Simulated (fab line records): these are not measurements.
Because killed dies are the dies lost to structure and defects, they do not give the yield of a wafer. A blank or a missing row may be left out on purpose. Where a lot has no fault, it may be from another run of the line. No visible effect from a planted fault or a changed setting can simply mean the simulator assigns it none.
fab line records    flow nand_harc
record lots=12  wafers=35  last_day=32
route steps=1302 shown A_M0@1154 A_M1@1177 END@1302
lots that met no fault: from a run of the same line without faults
start_h: hours from the record's first day to the start of the lot's first wafer shown    wait_h: time in hours since the lot's previous step    " same as the row above    L1.1+2: a row that stands for several wafers    - either no value or no given start    * or withheld: withheld    < > ~ a bound
route shown NAME@n: NAME is a module with steps in the file, n the number in the route of the first one    usual: mean/standard deviation taken from wafers without a fault    same: alike in all rows    chamber/n: place in a boat    sites: each site's reading    _std_site: standard deviation across them    _edge_site: the outer-site mean with the inner-site mean subtracted    radius_mm: how far each site lies from the wafer's centre    mask NAME#n: copy n    behind: the last tool/chamber to shape the wafer    hold: why the lot was held/for how many hours/how that ended    device: transistor that didn't switch, given as n, p or np    end of line: tests run on the same wafers once the route is complete    a step with no rows: only its recipe    killed: dies lost to structure and defects at the first sort, not the wafer's yield    map: a wafer's dies, marking killed ones x, the rest . and places with no die _
set.NAME: the setting that was run; set.NAME@STEP: the one run at that earlier step    model.NAME: the simulator's own value behind a step, which no gauge read
steps of the route over a sample of lots; a table a step, a row a wafer
services: from which hour (start_h, from the record's first day; less than 0 if before it) a tool's chamber was out of use, for how many hours, and why
## steps
# step NHARC_A_M0_STRIP_18
# recipe power_w=1000  n2_flow_sccm=150  h2_flow_sccm=150  ar_flow_sccm=0  bias_w=0  chemistry=N2/H2
# usual drypump_motor_current_A=5.5/0.4  n2_flow_sccm=150.0/0.41  oes_product_au=0.998/0.0085  rf_vpp_V=90.6/1  showerhead_plenum_p_Torr=2.03/0.099  throttle_valve_pct=14.172/0.009
lot.wafer  tool         chamber  start_h  wait_h  drypump_motor_current_A  n2_flow_sccm  oes_product_au  rf_hours_counter_h  rf_vpp_V  showerhead_plenum_p_Torr  throttle_valve_pct
L669.3     rie_diel-01  3        534.30   0.1     5.3                      151.1         0.992           7.8                 89.7      1.89                      14.173
L669.2     "            0        "        "       5.0                      150.6         0.997           6.7                 91.1      2.10                      14.159
L669.6     "            2        "        "       6.2                      149.2         1.006           -                   90.8      2.10                      14.171
L671.1     rie_diel-01  2        540.52   0.1     6.2                      150.3         1.002           8.3                 91.0      2.10                      14.188
L671.3     "            3        "        "       5.3                      149.9         0.990           8.0                 89.4      1.89                      14.170
L671.6     "            3        "        "       5.3                      150.3         0.998           -                   89.2      1.89                      14.173
L668.3     rie_diel-01  0        543.26   0.1     5.0                      150.0         0.986           7.0                 92.2      2.10                      14.152
L668.6     "            2        "        "       6.2                      150.6         1.008           -                   91.7      2.10                      14.174
L668.5     "            3        "        "       5.3                      150.2         0.991           -                   89.1      1.89                      14.170
L674.1     rie_diel-04  1        597.59   0.1     5.6                      149.8         1.003           2.3                 89.8      1.91                      14.168
L674.3     "            2        "        "       5.8                      149.4         1.010           2.6                 90.1      1.90                      14.170
L674.2     "            3        "        "       5.2                      149.7         0.987           3.2                 91.3      2.20                      14.178
L675.2     rie_diel-01  0        602.50   0.1     5.0                      149.8         0.993           2.4                 90.9      2.10                      14.187
L675.3     "            1        "        "       5.6                      149.9         0.995           2.1                 90.9      2.04                      14.176
L675.6     "            3        "        "       5.3                      150.0         0.998           -                   90.7      1.89                      14.163
L677.1     rie_diel-04  0        618.21   0.1     5.2                      150.6         0.999           3.3                 91.8      2.07                      14.181
L677.2     "            1        "        "       5.5                      150.2         0.991           2.7                 90.1      1.91                      14.179
L677.3     "            2        "        "       5.8                      150.3         1.002           3.0                 89.2      1.90                      14.160
L676.2     rie_diel-01  2        622.94   0.1     6.2                      149.7         1.004           3.0                 90.6      2.10                      14.175
L676.3     "            3        "        "       5.3                      150.1         0.994           3.5                 89.4      1.89                      14.162
L676.4     "            1        "        "       5.6                      150.2         1.013           3.3                 90.7      2.04                      14.164
L678.2     rie_diel-04  1        630.44   0.1     5.6                      149.9         0.992           3.4                 89.2      1.91                      14.165
L678.1     "            2        "        "       5.8                      150.0         1.004           3.7                 89.8      1.90                      14.171
L678.5     "            1        "        "       5.6                      149.5         1.000           -                   91.6      1.91                      14.164
L681.4     rie_diel-04  1        639.81   0.1     5.5                      149.4         1.008           3.7                 90.6      1.91                      14.187
L681.2     "            0        "        "       5.2                      149.9         1.009           4.8                 90.8      2.07                      14.157
L681.5     "            2        "        "       5.8                      150.2         1.005           -                   88.9      1.90                      14.184
L682.2     rie_diel-04  0        665.23   0.1     5.2                      149.5         1.007           6.5                 90.5      2.07                      14.166
L682.1     "            3        "        "       5.2                      149.6         0.983           6.8                 91.8      2.20                      14.180
L682.6     "            1        "        "       5.6                      149.8         1.008           -                   90.8      1.91                      14.168
L683.2     rie_diel-11  3        665.62   0.1     5.9                      150.2         1.002           3.6                 91.5      1.96                      14.154
L683.6     "            0        "        "       4.7                      150.5         1.004           -                   89.6      2.10                      14.167
L683.5     "            1        "        "       5.3                      149.5         0.998           -                   92.4      1.94                      14.177
L687.4     rie_diel-04  3        725.83   0.1     5.2                      150.1         0.997           0.1                 91.1      2.19                      14.180
L687.1     "            1        "        "       5.5                      149.7         1.005           0.2                 91.4      1.91                      14.168
# step NHARC_A_M0_PVD_21
# recipe target_thk_a=300  chamber_pressure_pa=5  power_w=5000  substrate_temp_c=30  time_s=20.49  material=Cu
# usual throttle_valve_pct=30.4/1
lot.wafer  tool            chamber  start_h  wait_h  throttle_valve_pct
L669.3     pvd_sputter-02  -        -        -       30.3
L669.2     "               -        "        "       31.9
L669.6     "               -        "        "       30.0
L671.1     pvd_sputter-02  -        -        -       30.0
L671.3     "               -        "        "       31.9
L671.6     "               -        "        "       30.3
L668.3     pvd_sputter-01  -        -        -       29.7
L668.5     "               -        "        "       29.7
L668.6     "               -        "        "       30.4
L674.2     pvd_sputter-01  -        -        -       29.1
L674.1     "               -        "        "       30.4
L674.3     "               -        "        "       31.2
L675.3     pvd_sputter-03  -        -        -       29.9
L675.2     "               -        "        "       30.9
L675.6     "               -        "        "       30.2
L677.3     pvd_sputter-01  -        -        -       29.9
L677.1     "               -        "        "       31.3
L677.2     "               -        "        "       30.5
L676.3     pvd_sputter-01  -        -        -       29.9
L676.4     "               -        "        "       31.0
L676.2     "               -        "        "       30.0
L678.2     pvd_sputter-01  -        -        -       29.9
L678.1     "               -        "        "       30.3
L678.5     "               -        "        "       31.3
L681.2     pvd_sputter-01  -        -        -       31.2
L681.4     "               -        "        "       29.0
L681.5     "               -        "        "       29.1
L682.2     pvd_sputter-01  -        -        -       30.3
L682.1     "               -        "        "       29.0
L682.6     "               -        "        "       29.7
L683.2     pvd_sputter-02  -        -        -       29.8
L683.5     "               -        "        "       31.8
L683.6     "               -        "        "       32.4
L687.4     pvd_sputter-01  -        -        -       30.6
L687.1     "               -        "        "       31.1
# step NHARC_A_M0_ANNEAL_30
# recipe temp_c=225  time_s=90
# usual wafer_temp_C_max=225.89/0.29
lot.wafer  tool           chamber  start_h  wait_h  wafer_temp_C_max
L669.2     rtp_anneal-02  0        535.59   -       225.35
L669.3     "              0        "        "       225.70
L669.6     "              0        "        "       225.88
L671.1     rtp_anneal-02  0        541.89   -       225.75
L671.3     "              0        "        "       226.20
L671.6     "              0        "        "       225.85
L668.3     rtp_anneal-02  0        544.60   0.3     225.65
L668.5     "              0        "        "       225.69
L668.6     "              0        "        "       225.67
L674.1     rtp_anneal-02  0        598.87   0.3     225.72
L674.2     "              0        "        "       225.74
L674.3     "              0        "        "       225.66
L675.2     rtp_anneal-01  0        603.86   0.4     226.17
L675.3     "              0        "        "       226.74
L675.6     "              0        "        "       226.04
L677.1     rtp_anneal-02  0        619.50   0.3     225.54
L677.2     "              0        "        "       225.89
L677.3     "              0        "        "       225.73
L676.2     rtp_anneal-01  0        624.27   0.3     225.72
L676.3     "              0        "        "       225.91
L676.4     "              0        "        "       226.14
L678.1     rtp_anneal-02  0        631.75   0.3     225.97
L678.2     "              0        "        "       225.89
L678.5     "              0        "        "       225.45
L681.2     rtp_anneal-01  0        641.17   -       225.98
L681.4     "              0        "        "       226.71
L681.5     "              0        "        "       225.84
L682.1     rtp_anneal-02  0        666.59   -       225.99
L682.2     "              0        "        "       225.65
L682.6     "              0        "        "       225.55
L683.2     rtp_anneal-02  0        666.95   -       225.67
L683.5     "              0        "        "       225.81
L683.6     "              0        "        "       225.82
L687.1     rtp_anneal-02  0        727.34   0.5     225.76
L687.4     "              0        "        "       225.44
# step NHARC_A_M1_PEB_07
# recipe peb_temp_c=100  peb_time_s=65
lot.wafer   tool            chamber  start_h  wait_h
L669.2+3+6  litho_track-04  0        537.68   0.1
L671.1+3+6  litho_track-06  0        543.89   0.1
L668.3+5+6  litho_track-06  0        546.52   0.0
L674.1+2+3  litho_track-01  0        600.87   0.1
L675.2+3+6  litho_track-01  0        605.93   0.1
L677.1+2+3  litho_track-04  0        621.73   0.1
L676.2+3+4  litho_track-01  0        626.36   0.1
L678.1+2+5  litho_track-06  0        633.92   0.1
L681.2+4+5  litho_track-04  0        643.25   0.1
L682.1+2+6  litho_track-06  0        668.71   0.1
L683.2+5+6  litho_track-01  0        669.03   0.1
L687.1+4    litho_track-01  0        729.47   0.1
# step NHARC_A_M1_CD_MEAS_09
# recipe target_cd_nm=120  landing_energy_ev=500
# usual cd_nm=120.0/0.59
lot.wafer  tool       chamber  start_h  wait_h  cd_nm
L669.2     cd_sem-03  0        537.76   -       120.0
L669.3     "          0        "        "       120.2
L669.6     "          0        "        "       120.4
L671.1     cd_sem-03  0        543.97   -       120.9
L671.3     "          0        "        "       120.2
L671.6     "          0        "        "       120.1
L668.3     cd_sem-03  0        546.60   -       118.8
L668.5     "          0        "        "       119.7
L668.6     "          0        "        "       120.7
L674.1     cd_sem-03  0        600.95   -       119.9
L674.2     "          0        "        "       118.6
L674.3     "          0        "        "       119.3
L675.2     cd_sem-01  0        606.01   -       119.7
L675.3     "          0        "        "       119.2
L675.6     "          0        "        "       119.1
L677.1     cd_sem-02  0        621.81   -       119.8
L677.2     "          0        "        "       120.2
L677.3     "          0        "        "       120.1
L676.2     cd_sem-02  0        626.44   -       120.2
L676.3     "          0        "        "       120.0
L676.4     "          0        "        "       119.3
L678.1     cd_sem-03  0        634.00   -       120.2
L678.2     "          0        "        "       119.9
L678.5     "          0        "        "       120.5
L681.2     cd_sem-02  0        643.34   -       120.3
L681.4     "          0        "        "       120.2
L681.5     "          0        "        "       119.6
L682.1     cd_sem-02  0        668.78   -       120.5
L682.2     "          0        "        "       120.2
L682.6     "          0        "        "       120.5
L683.2     cd_sem-01  0        669.11   -       120.8
L683.5     "          0        "        "       120.6
L683.6     "          0        "        "       118.9
L687.1     cd_sem-01  0        729.55   -       130.9
L687.4     "          0        "        "       131.6
# step NHARC_END_SORT_01
# recipe temp_c=25
# usual defect_limited_yield=92.5/2.5  killed_at_array=46/16  killed_at_other=0.9/1.3  killed_at_periphery=4.1/3  killed_dies=51/17  killed_open=3.5/1.8  killed_short=2.5/1.8  sort_bin_2_pct=2.6/1.1  sort_bin_3_pct=0.6/0.37  sort_bin_4_pct=4.4/1.4  sort_n_pass=626/17  sort_rim_yield_pct=88/4.6  sort_yield_pct=92.5/2.5
# same gross_dies=677  sort_bin_5_pct[%]=0  sort_bin_6_pct[%]=0  sort_bin_7_pct[%]=0  sort_bin_8_pct[%]=0  sort_rim_n_gross=106.00
lot.wafer  tool       chamber  start_h  wait_h  defect_limited_yield[%]  killed_at_array  killed_at_other  killed_at_periphery  killed_dies  killed_open  killed_short  sort_bin_2_pct[%]  sort_bin_3_pct[%]  sort_bin_4_pct[%]  sort_n_pass  sort_rim_yield_pct[%]  sort_yield_pct[%]
L681.4     prober-02  0        681.33   3.4     96.0                     23               1                3                    27           4            4             1.0                0.1                2.8                650          93                     96.0
L687.4     prober-01  0        773.12   3.4     94.4                     36               0                2                    38           0            2             1.0                0.3                4.3                639          90                     94.4
# killed by level:class
L681.4 A_CHANNEL_HOLE_D1:chamber_film_flake=8 A_STAIRCASE:chamber_film_flake=4 P_M1:chamber_film_flake=2 A_CONTACT:chamber_film_flake=2 A_ONON_D1:geometric_particle:open=1 A_ONON_D1:geometric_particle:short=1 A_CHANNEL_HOLE_D1:geometric_particle:open=1 A_CHANNEL_FILL_D1:geometric_particle:short=1
L687.4 A_CHANNEL_HOLE_D1:chamber_film_flake=9 A_SLIT:chamber_film_flake=7 A_CONTACT:chamber_film_flake=6 A_ZERO_WELL:chamber_film_flake=4 A_CHANNEL_FILL_D2:chamber_film_flake=3 P_ZERO_WELL:chamber_film_flake=2 A_CHANNEL_FILL_D1:chamber_film_flake=2 A_WL_FILL:chamber_film_flake=2
## services
tool            chamber  start_h  hours  kind
pvd_sputter-03  -        526.00   10.0   pm
litho_track-06  -        529.00   7.0    pm
rie_diel-04     -        531.90   9.0    pm
rie_diel-01     3        537.03   1.6    repair
rie_diel-11     -        546.22   1.0    repair
litho_track-04  -        553.00   7.0    pm
rie_diel-01     -        557.80   9.0    pm
rie_diel-11     3        578.61   4.8    repair
pvd_sputter-01  -        582.05   10.0   pm
rie_diel-11     1        594.35   4.4    repair
pvd_sputter-02  -        614.35   11.4   repair
rie_diel-01     -        624.19   2.0    repair
pvd_sputter-02  -        630.02   2.8    repair
pvd_sputter-02  -        638.03   10.0   pm
rie_diel-01     3        662.38   4.5    repair
rie_diel-04     2        662.81   4.8    repair
rie_diel-01     2        666.84   1.5    repair
pvd_sputter-02  -        677.63   2.1    repair
litho_track-01  -        680.00   7.0    pm
rie_diel-04     1        685.19   16.3   repair
rie_diel-04     2        700.18   2.8    repair
litho_track-06  -        704.00   7.0    pm
rie_diel-04     -        708.90   9.0    pm
litho_track-04  -        728.00   7.0    pm
## key
first_sign step=NHARC_A_M1_CD_MEAS_09  reading=cd_nm  direction=up  sigmas=19  usual=120.0  struck=131.3
effect none on later readings
met_at NHARC_A_M1_PEB_07
struck_lots L687
struck_wafers L687.1,L687.4
not_acting_at NHARC_A_M0_STRIP_18,NHARC_A_M0_PVD_21,NHARC_A_M0_ANNEAL_30
onset_between 669.03 729.47
also_fits time
fault kind=process_parameter_drift  tool=litho_track-01  chamber=-  onset_h=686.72  steps=NHARC_A_M1_PEB_07  channel=peb_time_s  offset=*  shape=step  end_h=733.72  scope=struck_wafers_only  acts_in=*  stated=*
